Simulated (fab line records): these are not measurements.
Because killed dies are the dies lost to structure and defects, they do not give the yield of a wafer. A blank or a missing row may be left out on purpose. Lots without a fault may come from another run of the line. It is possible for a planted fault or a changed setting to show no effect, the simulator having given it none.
fab line records / flow nand_harc
record: lots: 6 wafers: 18 last_day: 24
route steps=1159 shown A_BLC@992 A_M0@994 END@1159
lots that met no fault: from a run of the same line without faults
start_h: the number of hours between the record's first day and the start of the first shown wafer of the lot / wait_h: how many hours have passed since the lot's step before this one / " identical to the entry in the row above / L1.1+2: a single row standing in for several wafers / - no value, or no start was given / * or withheld: withheld / < > ~ a bound
route shown NAME@n: NAME is a module with steps in the file, n the number in the route of the first one / usual: mean/standard deviation taken from wafers without a fault / same: alike in all rows / chamber/n: place in a boat / sites: each site's reading / _std_site: the values' standard deviation / _edge_site: mean of outer sites minus mean of inner sites / radius_mm: for every site, how far away it sits from the centre of the wafer / mask NAME#n: copy n / behind: the tool/chamber that last shaped the wafer / hold: cause of the lot's hold/its duration in hours/its outcome / device: which transistor (n, p or np) failed to switch / end of line: tests of these same wafers at the route's end / a step given without rows: its recipe and nothing more / killed: the dies lost at the first sort to structure and to defects; this is not the yield of the wafer / map: per-die view of a wafer (x killed, . not killed, _ where there is no die)
set.NAME: the setting that was run; set.NAME@STEP: the one run at that earlier step / model.NAME: the simulator's own value behind a step, which no gauge read
certain route steps with their lots: each step a table, each wafer a row
services: when a tool's chamber went out of use (start_h, in hours from the record's first day, below 0 if earlier), for how many hours, and the reason
== steps ==
step: NHARC_A_BLC_SRD_27
step: NHARC_A_BLC_INSPECT_28
usual: raw_defect_count: 430/110
lot.wafer=L123.1 tool=defect_inspect-01 chamber=- start_h=401.30 wait_h=0.1 raw_defect_count=473
lot.wafer=L123.2 tool=defect_inspect-01 chamber=- start_h=401.30 wait_h=0.1 raw_defect_count=618
lot.wafer=L123.5 tool=defect_inspect-01 chamber=- start_h=401.30 wait_h=0.1 raw_defect_count=441
lot.wafer=L128.3 tool=defect_inspect-02 chamber=- start_h=459.73 wait_h=0.1 raw_defect_count=286
lot.wafer=L128.5 tool=defect_inspect-02 chamber=- start_h=459.73 wait_h=0.1 raw_defect_count=371
lot.wafer=L128.6 tool=defect_inspect-02 chamber=- start_h=459.73 wait_h=0.1 raw_defect_count=334
lot.wafer=L131.1 tool=defect_inspect-01 chamber=- start_h=461.25 wait_h=0.1 raw_defect_count=355
lot.wafer=L131.2 tool=defect_inspect-01 chamber=- start_h=461.25 wait_h=0.1 raw_defect_count=435
lot.wafer=L131.3 tool=defect_inspect-01 chamber=- start_h=461.25 wait_h=0.1 raw_defect_count=397
lot.wafer=L134.1 tool=defect_inspect-01 chamber=- start_h=467.87 wait_h=0.1 raw_defect_count=457
lot.wafer=L134.4 tool=defect_inspect-01 chamber=- start_h=467.87 wait_h=0.1 raw_defect_count=405
lot.wafer=L134.6 tool=defect_inspect-01 chamber=- start_h=467.87 wait_h=0.1 raw_defect_count=511
lot.wafer=L135.1 tool=defect_inspect-02 chamber=- start_h=490.83 wait_h=0.1 raw_defect_count=350
lot.wafer=L135.2 tool=defect_inspect-02 chamber=- start_h=490.83 wait_h=0.1 raw_defect_count=399
lot.wafer=L135.6 tool=defect_inspect-02 chamber=- start_h=490.83 wait_h=0.1 raw_defect_count=251
lot.wafer=L140.2 tool=defect_inspect-02 chamber=- start_h=497.15 wait_h=0.1 raw_defect_count=327
lot.wafer=L140.3 tool=defect_inspect-02 chamber=- start_h=497.15 wait_h=0.1 raw_defect_count=361
lot.wafer=L140.4 tool=defect_inspect-02 chamber=- start_h=497.15 wait_h=0.1 raw_defect_count=382
step: NHARC_A_M0_DEP_00
recipe: target_thk_a: 1500 target_thk_nm: 150 temp_c: withheld pressure_torr: 5 flow_sccm: 200 rf_w: 600 material: SiOC
step: NHARC_A_M0_DEHYDRATE_01
recipe: temp_c: 150 time_s: 120
step: NHARC_A_M0_HMDS_02
recipe: time_s: 30
step: NHARC_A_M0_COAT_33
recipe: temp_c: 200 time_s: 65
step: NHARC_A_M0_COAT_03
recipe: spin_rpm: 1500 resist_thk_nm: 90
step: NHARC_A_M0_SOFTBAKE_04
recipe: temp_c: 105 time_s: 55
step: NHARC_A_M0_EBR_05
step: NHARC_A_M0_EXPOSE_06
recipe: na: 1.35 target_cd_nm: 80 dose_mj: 83.25 mask_id: A_M0
step: NHARC_A_M0_PEB_07
recipe: peb_temp_c: 100 peb_time_s: 65
step: NHARC_A_M0_DEVELOP_08
recipe: develop_time_s: 35 dev_temp_c: 23
usual: developer_temp_C: 22.99/0.11
lot.wafer=L123.1 tool=litho_track-06 chamber=0 start_h=402 wait_h=- developer_temp_C=22.96
lot.wafer=L123.2 tool=litho_track-06 chamber=0 start_h=402 wait_h=- developer_temp_C=23.00
lot.wafer=L123.5 tool=litho_track-06 chamber=0 start_h=402 wait_h=- developer_temp_C=22.92
lot.wafer=L128.3 tool=litho_track-06 chamber=0 start_h=460 wait_h=- developer_temp_C=23.22
lot.wafer=L128.5 tool=litho_track-06 chamber=0 start_h=460 wait_h=- developer_temp_C=23.10
lot.wafer=L128.6 tool=litho_track-06 chamber=0 start_h=460 wait_h=- developer_temp_C=23.04
lot.wafer=L131.1 tool=litho_track-06 chamber=0 start_h=461 wait_h=- developer_temp_C=23.10
lot.wafer=L131.2 tool=litho_track-06 chamber=0 start_h=461 wait_h=- developer_temp_C=23.07
lot.wafer=L131.3 tool=litho_track-06 chamber=0 start_h=461 wait_h=- developer_temp_C=22.94
lot.wafer=L134.1 tool=litho_track-01 chamber=0 start_h=468 wait_h=- developer_temp_C=22.99
lot.wafer=L134.4 tool=litho_track-01 chamber=0 start_h=468 wait_h=- developer_temp_C=22.86
lot.wafer=L134.6 tool=litho_track-01 chamber=0 start_h=468 wait_h=- developer_temp_C=22.75
lot.wafer=L135.1 tool=litho_track-01 chamber=0 start_h=491 wait_h=- developer_temp_C=21.92
lot.wafer=L135.2 tool=litho_track-01 chamber=0 start_h=491 wait_h=- developer_temp_C=21.95
lot.wafer=L135.6 tool=litho_track-01 chamber=0 start_h=491 wait_h=- developer_temp_C=22.01
lot.wafer=L140.2 tool=litho_track-01 chamber=0 start_h=497 wait_h=- developer_temp_C=22.04
lot.wafer=L140.3 tool=litho_track-01 chamber=0 start_h=497 wait_h=- developer_temp_C=22.00
lot.wafer=L140.4 tool=litho_track-01 chamber=0 start_h=497 wait_h=- developer_temp_C=22.05
step: NHARC_A_M0_CD_MEAS_09
recipe: target_cd_nm: 80 landing_energy_ev: 500
usual: cd_nm: 80.3/0.61
lot.wafer=L123.1 tool=cd_sem-01 chamber=0 start_h=402.09 wait_h=- cd_nm=80.2
lot.wafer=L123.2 tool=cd_sem-01 chamber=0 start_h=402.09 wait_h=- cd_nm=79.9
lot.wafer=L123.5 tool=cd_sem-01 chamber=0 start_h=402.09 wait_h=- cd_nm=80.3
lot.wafer=L128.3 tool=cd_sem-02 chamber=0 start_h=460.63 wait_h=- cd_nm=80.7
lot.wafer=L128.5 tool=cd_sem-02 chamber=0 start_h=460.63 wait_h=- cd_nm=81.1
lot.wafer=L128.6 tool=cd_sem-02 chamber=0 start_h=460.63 wait_h=- cd_nm=81.2
lot.wafer=L131.1 tool=cd_sem-03 chamber=0 start_h=462.03 wait_h=- cd_nm=80.4
lot.wafer=L131.2 tool=cd_sem-03 chamber=0 start_h=462.03 wait_h=- cd_nm=80.0
lot.wafer=L131.3 tool=cd_sem-03 chamber=0 start_h=462.03 wait_h=- cd_nm=79.9
lot.wafer=L134.1 tool=cd_sem-03 chamber=0 start_h=468.83 wait_h=- cd_nm=81.4
lot.wafer=L134.4 tool=cd_sem-03 chamber=0 start_h=468.83 wait_h=- cd_nm=80.9
lot.wafer=L134.6 tool=cd_sem-03 chamber=0 start_h=468.83 wait_h=- cd_nm=81.6
lot.wafer=L135.1 tool=cd_sem-02 chamber=0 start_h=491.73 wait_h=- cd_nm=80.0
lot.wafer=L135.2 tool=cd_sem-02 chamber=0 start_h=491.73 wait_h=- cd_nm=80.3
lot.wafer=L135.6 tool=cd_sem-02 chamber=0 start_h=491.73 wait_h=- cd_nm=79.4
lot.wafer=L140.2 tool=cd_sem-01 chamber=0 start_h=497.94 wait_h=- cd_nm=80.7
lot.wafer=L140.3 tool=cd_sem-01 chamber=0 start_h=497.94 wait_h=- cd_nm=79.9
lot.wafer=L140.4 tool=cd_sem-01 chamber=0 start_h=497.94 wait_h=- cd_nm=80.8
step: NHARC_END_SORT_01
recipe: temp_c: 25
usual: defect_limited_yield: 95.3/1.3 killed_at_array: 28/9.1 killed_at_other: 0.6/0.87 killed_at_periphery: 3.4/2.7 killed_dies: 32/9 killed_open: 3.2/1.9 killed_short: 2.0/1.3 sort_bin_2_pct: 1.5/0.57 sort_bin_3_pct: 0.26/0.22 sort_bin_4_pct: 2.9/0.91 sort_n_pass: 645/9 sort_rim_yield_pct: 93/3.3 sort_yield_pct: 95.3/1.3
same: gross_dies: 677 sort_bin_5_pct[%]: 0 sort_bin_6_pct[%]: 0 sort_bin_7_pct[%]: 0 sort_bin_8_pct[%]: 0 sort_rim_n_gross: 106.00
lot.wafer=L123.1 tool=prober-01 chamber=0 start_h=439.72 wait_h=2.5 defect_limited_yield[%]=97.5 killed_at_array=9 killed_at_other=2 killed_at_periphery=6 killed_dies=17 killed_open=3 killed_short=1 sort_bin_2_pct[%]=1.0 sort_bin_3_pct[%]=0.15 sort_bin_4_pct[%]=1.3 sort_n_pass=660 sort_rim_yield_pct[%]=95 sort_yield_pct[%]=97.5
lot.wafer=L123.2 tool=prober-01 chamber=0 start_h=440.51 wait_h=2.8 defect_limited_yield[%]=96.6 killed_at_array=18 killed_at_other=3 killed_at_periphery=2 killed_dies=23 killed_open=1 killed_short=3 sort_bin_2_pct[%]=1.0 sort_bin_3_pct[%]=0.15 sort_bin_4_pct[%]=2.2 sort_n_pass=654 sort_rim_yield_pct[%]=92 sort_yield_pct[%]=96.6
lot.wafer=L123.5 tool=prober-01 chamber=0 start_h=442.90 wait_h=3.7 defect_limited_yield[%]=97.5 killed_at_array=12 killed_at_other=3 killed_at_periphery=2 killed_dies=17 killed_open=5 killed_short=1 sort_bin_2_pct[%]=1.2 sort_bin_3_pct[%]=0.15 sort_bin_4_pct[%]=1.2 sort_n_pass=660 sort_rim_yield_pct[%]=95 sort_yield_pct[%]=97.5
lot.wafer=L131.1 tool=prober-02 chamber=0 start_h=502.02 wait_h=2.5 defect_limited_yield[%]=96.3 killed_at_array=25 killed_at_other=0 killed_at_periphery=0 killed_dies=25 killed_open=2 killed_short=0 sort_bin_2_pct[%]=0.6 sort_bin_3_pct[%]=0.30 sort_bin_4_pct[%]=2.8 sort_n_pass=652 sort_rim_yield_pct[%]=95 sort_yield_pct[%]=96.3
lot.wafer=L131.2 tool=prober-02 chamber=0 start_h=502.83 wait_h=2.8 defect_limited_yield[%]=95.3 killed_at_array=32 killed_at_other=0 killed_at_periphery=0 killed_dies=32 killed_open=8 killed_short=0 sort_bin_2_pct[%]=1.6 sort_bin_3_pct[%]=0.15 sort_bin_4_pct[%]=3.0 sort_n_pass=645 sort_rim_yield_pct[%]=95 sort_yield_pct[%]=95.3
lot.wafer=L131.3 tool=prober-02 chamber=0 start_h=503.64 wait_h=3.1 defect_limited_yield[%]=96.6 killed_at_array=22 killed_at_other=0 killed_at_periphery=1 killed_dies=23 killed_open=2 killed_short=2 sort_bin_2_pct[%]=1.0 sort_bin_3_pct[%]=0 sort_bin_4_pct[%]=2.4 sort_n_pass=654 sort_rim_yield_pct[%]=92 sort_yield_pct[%]=96.6
lot.wafer=L128.3 tool=prober-02 chamber=0 start_h=511.48 wait_h=3.1 defect_limited_yield[%]=93.4 killed_at_array=38 killed_at_other=0 killed_at_periphery=7 killed_dies=45 killed_open=5 killed_short=1 sort_bin_2_pct[%]=3.1 sort_bin_3_pct[%]=0.15 sort_bin_4_pct[%]=3.4 sort_n_pass=632 sort_rim_yield_pct[%]=93 sort_yield_pct[%]=93.4
lot.wafer=L128.5 tool=prober-02 chamber=0 start_h=513.08 wait_h=3.7 defect_limited_yield[%]=94.1 killed_at_array=36 killed_at_other=1 killed_at_periphery=3 killed_dies=40 killed_open=7 killed_short=1 sort_bin_2_pct[%]=1.8 sort_bin_3_pct[%]=0.30 sort_bin_4_pct[%]=3.8 sort_n_pass=637 sort_rim_yield_pct[%]=93 sort_yield_pct[%]=94.1
lot.wafer=L128.6 tool=prober-02 chamber=0 start_h=513.88 wait_h=4.0 defect_limited_yield[%]=95.4 killed_at_array=26 killed_at_other=1 killed_at_periphery=4 killed_dies=31 killed_open=0 killed_short=1 sort_bin_2_pct[%]=1.3 sort_bin_3_pct[%]=0.30 sort_bin_4_pct[%]=3.0 sort_n_pass=646 sort_rim_yield_pct[%]=89 sort_yield_pct[%]=95.4
lot.wafer=L134.1 tool=prober-02 chamber=0 start_h=525.51 wait_h=2.5 defect_limited_yield[%]=96.0 killed_at_array=26 killed_at_other=0 killed_at_periphery=1 killed_dies=27 killed_open=3 killed_short=2 sort_bin_2_pct[%]=1.2 sort_bin_3_pct[%]=0 sort_bin_4_pct[%]=2.8 sort_n_pass=650 sort_rim_yield_pct[%]=96 sort_yield_pct[%]=96.0
lot.wafer=L134.4 tool=prober-02 chamber=0 start_h=527.92 wait_h=3.4 defect_limited_yield[%]=94.7 killed_at_array=34 killed_at_other=0 killed_at_periphery=2 killed_dies=36 killed_open=5 killed_short=2 sort_bin_2_pct[%]=1.6 sort_bin_3_pct[%]=0.59 sort_bin_4_pct[%]=3.1 sort_n_pass=641 sort_rim_yield_pct[%]=93 sort_yield_pct[%]=94.7
lot.wafer=L134.6 tool=prober-02 chamber=0 start_h=529.53 wait_h=4.0 defect_limited_yield[%]=95.4 killed_at_array=28 killed_at_other=1 killed_at_periphery=2 killed_dies=31 killed_open=6 killed_short=1 sort_bin_2_pct[%]=0.9 sort_bin_3_pct[%]=0.44 sort_bin_4_pct[%]=3.2 sort_n_pass=646 sort_rim_yield_pct[%]=95 sort_yield_pct[%]=95.4
lot.wafer=L140.2 tool=prober-02 chamber=0 start_h=565.38 wait_h=2.8 defect_limited_yield[%]=94.7 killed_at_array=31 killed_at_other=0 killed_at_periphery=5 killed_dies=36 killed_open=3 killed_short=2 sort_bin_2_pct[%]=1.8 sort_bin_3_pct[%]=0.30 sort_bin_4_pct[%]=3.2 sort_n_pass=641 sort_rim_yield_pct[%]=87 sort_yield_pct[%]=94.7
lot.wafer=L140.3 tool=prober-02 chamber=0 start_h=566.18 wait_h=3.1 defect_limited_yield[%]=93.6 killed_at_array=43 killed_at_other=0 killed_at_periphery=0 killed_dies=43 killed_open=3 killed_short=5 sort_bin_2_pct[%]=2.4 sort_bin_3_pct[%]=0.44 sort_bin_4_pct[%]=3.5 sort_n_pass=634 sort_rim_yield_pct[%]=90 sort_yield_pct[%]=93.6
lot.wafer=L140.4 tool=prober-02 chamber=0 start_h=566.98 wait_h=3.4 defect_limited_yield[%]=94.2 killed_at_array=33 killed_at_other=3 killed_at_periphery=3 killed_dies=39 killed_open=3 killed_short=1 sort_bin_2_pct[%]=1.5 sort_bin_3_pct[%]=0.30 sort_bin_4_pct[%]=4.0 sort_n_pass=638 sort_rim_yield_pct[%]=88 sort_yield_pct[%]=94.2
lot.wafer=L135.1 tool=prober-02 chamber=0 start_h=572.40 wait_h=2.5 defect_limited_yield[%]=93.6 killed_at_array=36 killed_at_other=2 killed_at_periphery=5 killed_dies=43 killed_open=4 killed_short=0 sort_bin_2_pct[%]=2.2 sort_bin_3_pct[%]=0.15 sort_bin_4_pct[%]=4.0 sort_n_pass=634 sort_rim_yield_pct[%]=93 sort_yield_pct[%]=93.6
lot.wafer=L135.2 tool=prober-02 chamber=0 start_h=573.19 wait_h=2.8 defect_limited_yield[%]=95.4 killed_at_array=28 killed_at_other=0 killed_at_periphery=3 killed_dies=31 killed_open=2 killed_short=2 sort_bin_2_pct[%]=1.5 sort_bin_3_pct[%]=0.30 sort_bin_4_pct[%]=2.8 sort_n_pass=646 sort_rim_yield_pct[%]=97 sort_yield_pct[%]=95.4
lot.wafer=L135.6 tool=prober-02 chamber=0 start_h=576.36 wait_h=4.0 defect_limited_yield[%]=94.1 killed_at_array=37 killed_at_other=1 killed_at_periphery=2 killed_dies=40 killed_open=2 killed_short=3 sort_bin_2_pct[%]=1.9 sort_bin_3_pct[%]=0.15 sort_bin_4_pct[%]=3.8 sort_n_pass=637 sort_rim_yield_pct[%]=94 sort_yield_pct[%]=94.1
killed by level:class
L123.1 P_ZERO_WELL:chamber_film_flake=4 A_CHANNEL_HOLE_D1:chamber_film_flake=3 A_STAIRCASE:chamber_film_flake=3 THIN_TSV:chamber_film_flake=2 P_GATE:geometric_particle:open=1 P_M1:geometric_particle:open=1 A_ONON_D1:geometric_particle:open=1 A_M1:geometric_particle:short=1
L123.2 A_CHANNEL_HOLE_D1:chamber_film_flake=10 THIN_TSV:chamber_film_flake=3 A_ZERO_WELL:chamber_film_flake=2 P_M0:geometric_particle:short=1 A_ONON_D1:geometric_particle:open=1 A_ONON_D1:geometric_particle:short=1 A_SGD_CUT:geometric_particle:short=1 P_ZERO_WELL:chamber_film_flake=1
L123.5 A_CHANNEL_HOLE_D1:chamber_film_flake=4 THIN_TSV:chamber_film_flake=3 A_ONON_D1:geometric_particle:open=2 A_CONTACT:geometric_particle:open=2 P_GATE:geometric_particle:short=1 P_CONTACT:geometric_particle:open=1 A_ZERO_WELL:chamber_film_flake=1 A_STAIRCASE:chamber_film_flake=1
L131.1 A_STAIRCASE:chamber_film_flake=10 A_CHANNEL_HOLE_D1:chamber_film_flake=7 A_CONTACT:chamber_film_flake=6 A_ONON_D1:geometric_particle:open=1 A_SGD_CUT:geometric_particle:open=1
L131.2 A_CHANNEL_HOLE_D1:chamber_film_flake=9 A_STAIRCASE:chamber_film_flake=8 A_CONTACT:chamber_film_flake=4 A_M0:geometric_particle:open=3 A_SLIT:chamber_film_flake=3 A_BLC:geometric_particle:open=2 A_ONON_D1:geometric_particle:open=1 A_CHANNEL_FILL_D1:geometric_particle:open=1
L131.3 A_CHANNEL_HOLE_D1:chamber_film_flake=8 A_STAIRCASE:chamber_film_flake=7 A_CONTACT:chamber_film_flake=3 P_M1:geometric_particle:short=1 A_ONON_D1:geometric_particle:open=1 A_CONTACT:geometric_particle:open=1 A_M0:geometric_particle:short=1 A_WL_FILL:chamber_film_flake=1
L128.3 A_SLIT:chamber_film_flake=16 A_CHANNEL_HOLE_D1:chamber_film_flake=9 A_STAIRCASE:chamber_film_flake=6 A_CONTACT:chamber_film_flake=5 P_M0:geometric_particle:open=2 P_ZERO_WELL:chamber_film_flake=2 P_M0:geometric_particle:short=1 P_M1:geometric_particle:open=1
L128.5 A_SLIT:chamber_film_flake=18 A_CHANNEL_HOLE_D1:chamber_film_flake=9 A_CONTACT:chamber_film_flake=3 P_CONTACT:geometric_particle:open=2 A_ONON_D1:geometric_particle:open=2 A_CONTACT:geometric_particle:open=2 A_CHANNEL_FILL_D1:geometric_particle:open=1 P_ZERO_WELL:chamber_film_flake=1
L128.6 A_SLIT:chamber_film_flake=15 A_CONTACT:chamber_film_flake=5 A_CHANNEL_HOLE_D1:chamber_film_flake=4 P_GATE:chamber_film_flake=2 A_CONTACT:geometric_particle:short=1 P_ZERO_WELL:chamber_film_flake=1 P_BONDPAD:chamber_film_flake=1 A_WL_FILL:chamber_film_flake=1
L134.1 A_SLIT:chamber_film_flake=11 A_CHANNEL_HOLE_D1:chamber_film_flake=5 A_STAIRCASE:chamber_film_flake=5 P_GATE:geometric_particle:open=1 A_CHANNEL_FILL_D1:geometric_particle:short=1 A_CHANNEL_FILL_D1:geometric_particle:open=1 A_STAIRCASE:geometric_particle:short=1 A_M0:geometric_particle:open=1
L134.4 A_SLIT:chamber_film_flake=22 A_CHANNEL_HOLE_D1:chamber_film_flake=3 A_M0:geometric_particle:open=2 P_M0:geometric_particle:open=1 A_ONON_D1:geometric_particle:open=1 A_WL_FILL:geometric_particle:short=1 A_BLC:geometric_particle:open=1 A_M1:geometric_particle:short=1
L134.6 A_SLIT:chamber_film_flake=13 A_CHANNEL_HOLE_D1:chamber_film_flake=5 A_CONTACT:geometric_particle:open=4 A_STAIRCASE:chamber_film_flake=2 P_M0:geometric_particle:open=1 A_ONON_D1:geometric_particle:short=1 A_M1:geometric_particle:open=1 P_STI:chamber_film_flake=1
L140.2 A_SLIT:chamber_film_flake=15 A_CHANNEL_HOLE_D1:chamber_film_flake=7 P_CONTACT:geometric_particle:short=2 P_M1:chamber_film_flake=2 A_STAIRCASE:chamber_film_flake=2 A_SGD_CUT:chamber_film_flake=2 P_CONTACT:geometric_particle:open=1 A_SGD_CUT:geometric_particle:open=1
L140.3 A_CHANNEL_HOLE_D1:chamber_film_flake=15 A_SLIT:chamber_film_flake=15 A_CONTACT:geometric_particle:short=2 A_SGD_CUT:chamber_film_flake=2 A_CHANNEL_HOLE_D1:geometric_particle:open=1 A_CHANNEL_HOLE_D1:geometric_particle:short=1 A_CHANNEL_FILL_D1:geometric_particle:open=1 A_CHANNEL_FILL_D1:geometric_particle:short=1
L140.4 A_SLIT:chamber_film_flake=17 A_CHANNEL_HOLE_D1:chamber_film_flake=8 A_SGD_CUT:chamber_film_flake=4 THIN_TSV:chamber_film_flake=2 P_CONTACT:geometric_particle:open=1 A_CHANNEL_HOLE_D1:geometric_particle:short=1 A_CONTACT:geometric_particle:open=1 A_BONDPAD:geometric_particle:open=1
L135.1 A_SLIT:chamber_film_flake=17 A_CHANNEL_HOLE_D1:chamber_film_flake=8 P_M0:chamber_film_flake=3 A_BONDPAD:chamber_film_flake=3 A_STAIRCASE:chamber_film_flake=2 A_CONTACT:chamber_film_flake=2 THIN_TSV:chamber_film_flake=2 P_CONTACT:geometric_particle:open=1
L135.2 A_SLIT:chamber_film_flake=13 A_BONDPAD:chamber_film_flake=5 P_M0:chamber_film_flake=3 A_CHANNEL_HOLE_D1:chamber_film_flake=3 A_STAIRCASE:chamber_film_flake=2 A_SOURCE_PLATE:geometric_particle:open=1 A_CHANNEL_HOLE_D1:geometric_particle:short=1 A_SGD_CUT:geometric_particle:open=1
L135.6 A_SLIT:chamber_film_flake=14 A_CHANNEL_HOLE_D1:chamber_film_flake=6 A_STAIRCASE:chamber_film_flake=5 A_BONDPAD:chamber_film_flake=5 P_M0:chamber_film_flake=2 A_SOURCE_PLATE:geometric_particle:short=1 A_CHANNEL_HOLE_D1:geometric_particle:short=1 A_CHANNEL_FILL_D1:geometric_particle:short=1
== services ==
tool=litho_track-01 chamber=- start_h=443.00 hours=7.0 kind=pm
tool=litho_track-06 chamber=- start_h=467.00 hours=7.0 kind=pm
== key ==
first_sign: step: NHARC_A_M0_DEVELOP_08 reading: developer_temp_C direction: down sigmas: 8.9 usual: * struck: *
effect none on later readings
met_at NHARC_A_M0_DEVELOP_08
struck_wafers L135.1,L135.2,L135.6,L140.2,L140.3,L140.4
loop_trim: step: NHARC_A_M0_EXPOSE_06 setting: dose lots: L140
fault: kind: process_parameter_drift tool: litho_track-01 chamber: - onset_h: 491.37 steps: NHARC_A_M0_DEVELOP_08 channel: dev_temp_c offset: * shape: step end_h: 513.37 acts_in: * stated: *
loop_trim: a control loop set the setting to another value than it would have without faults
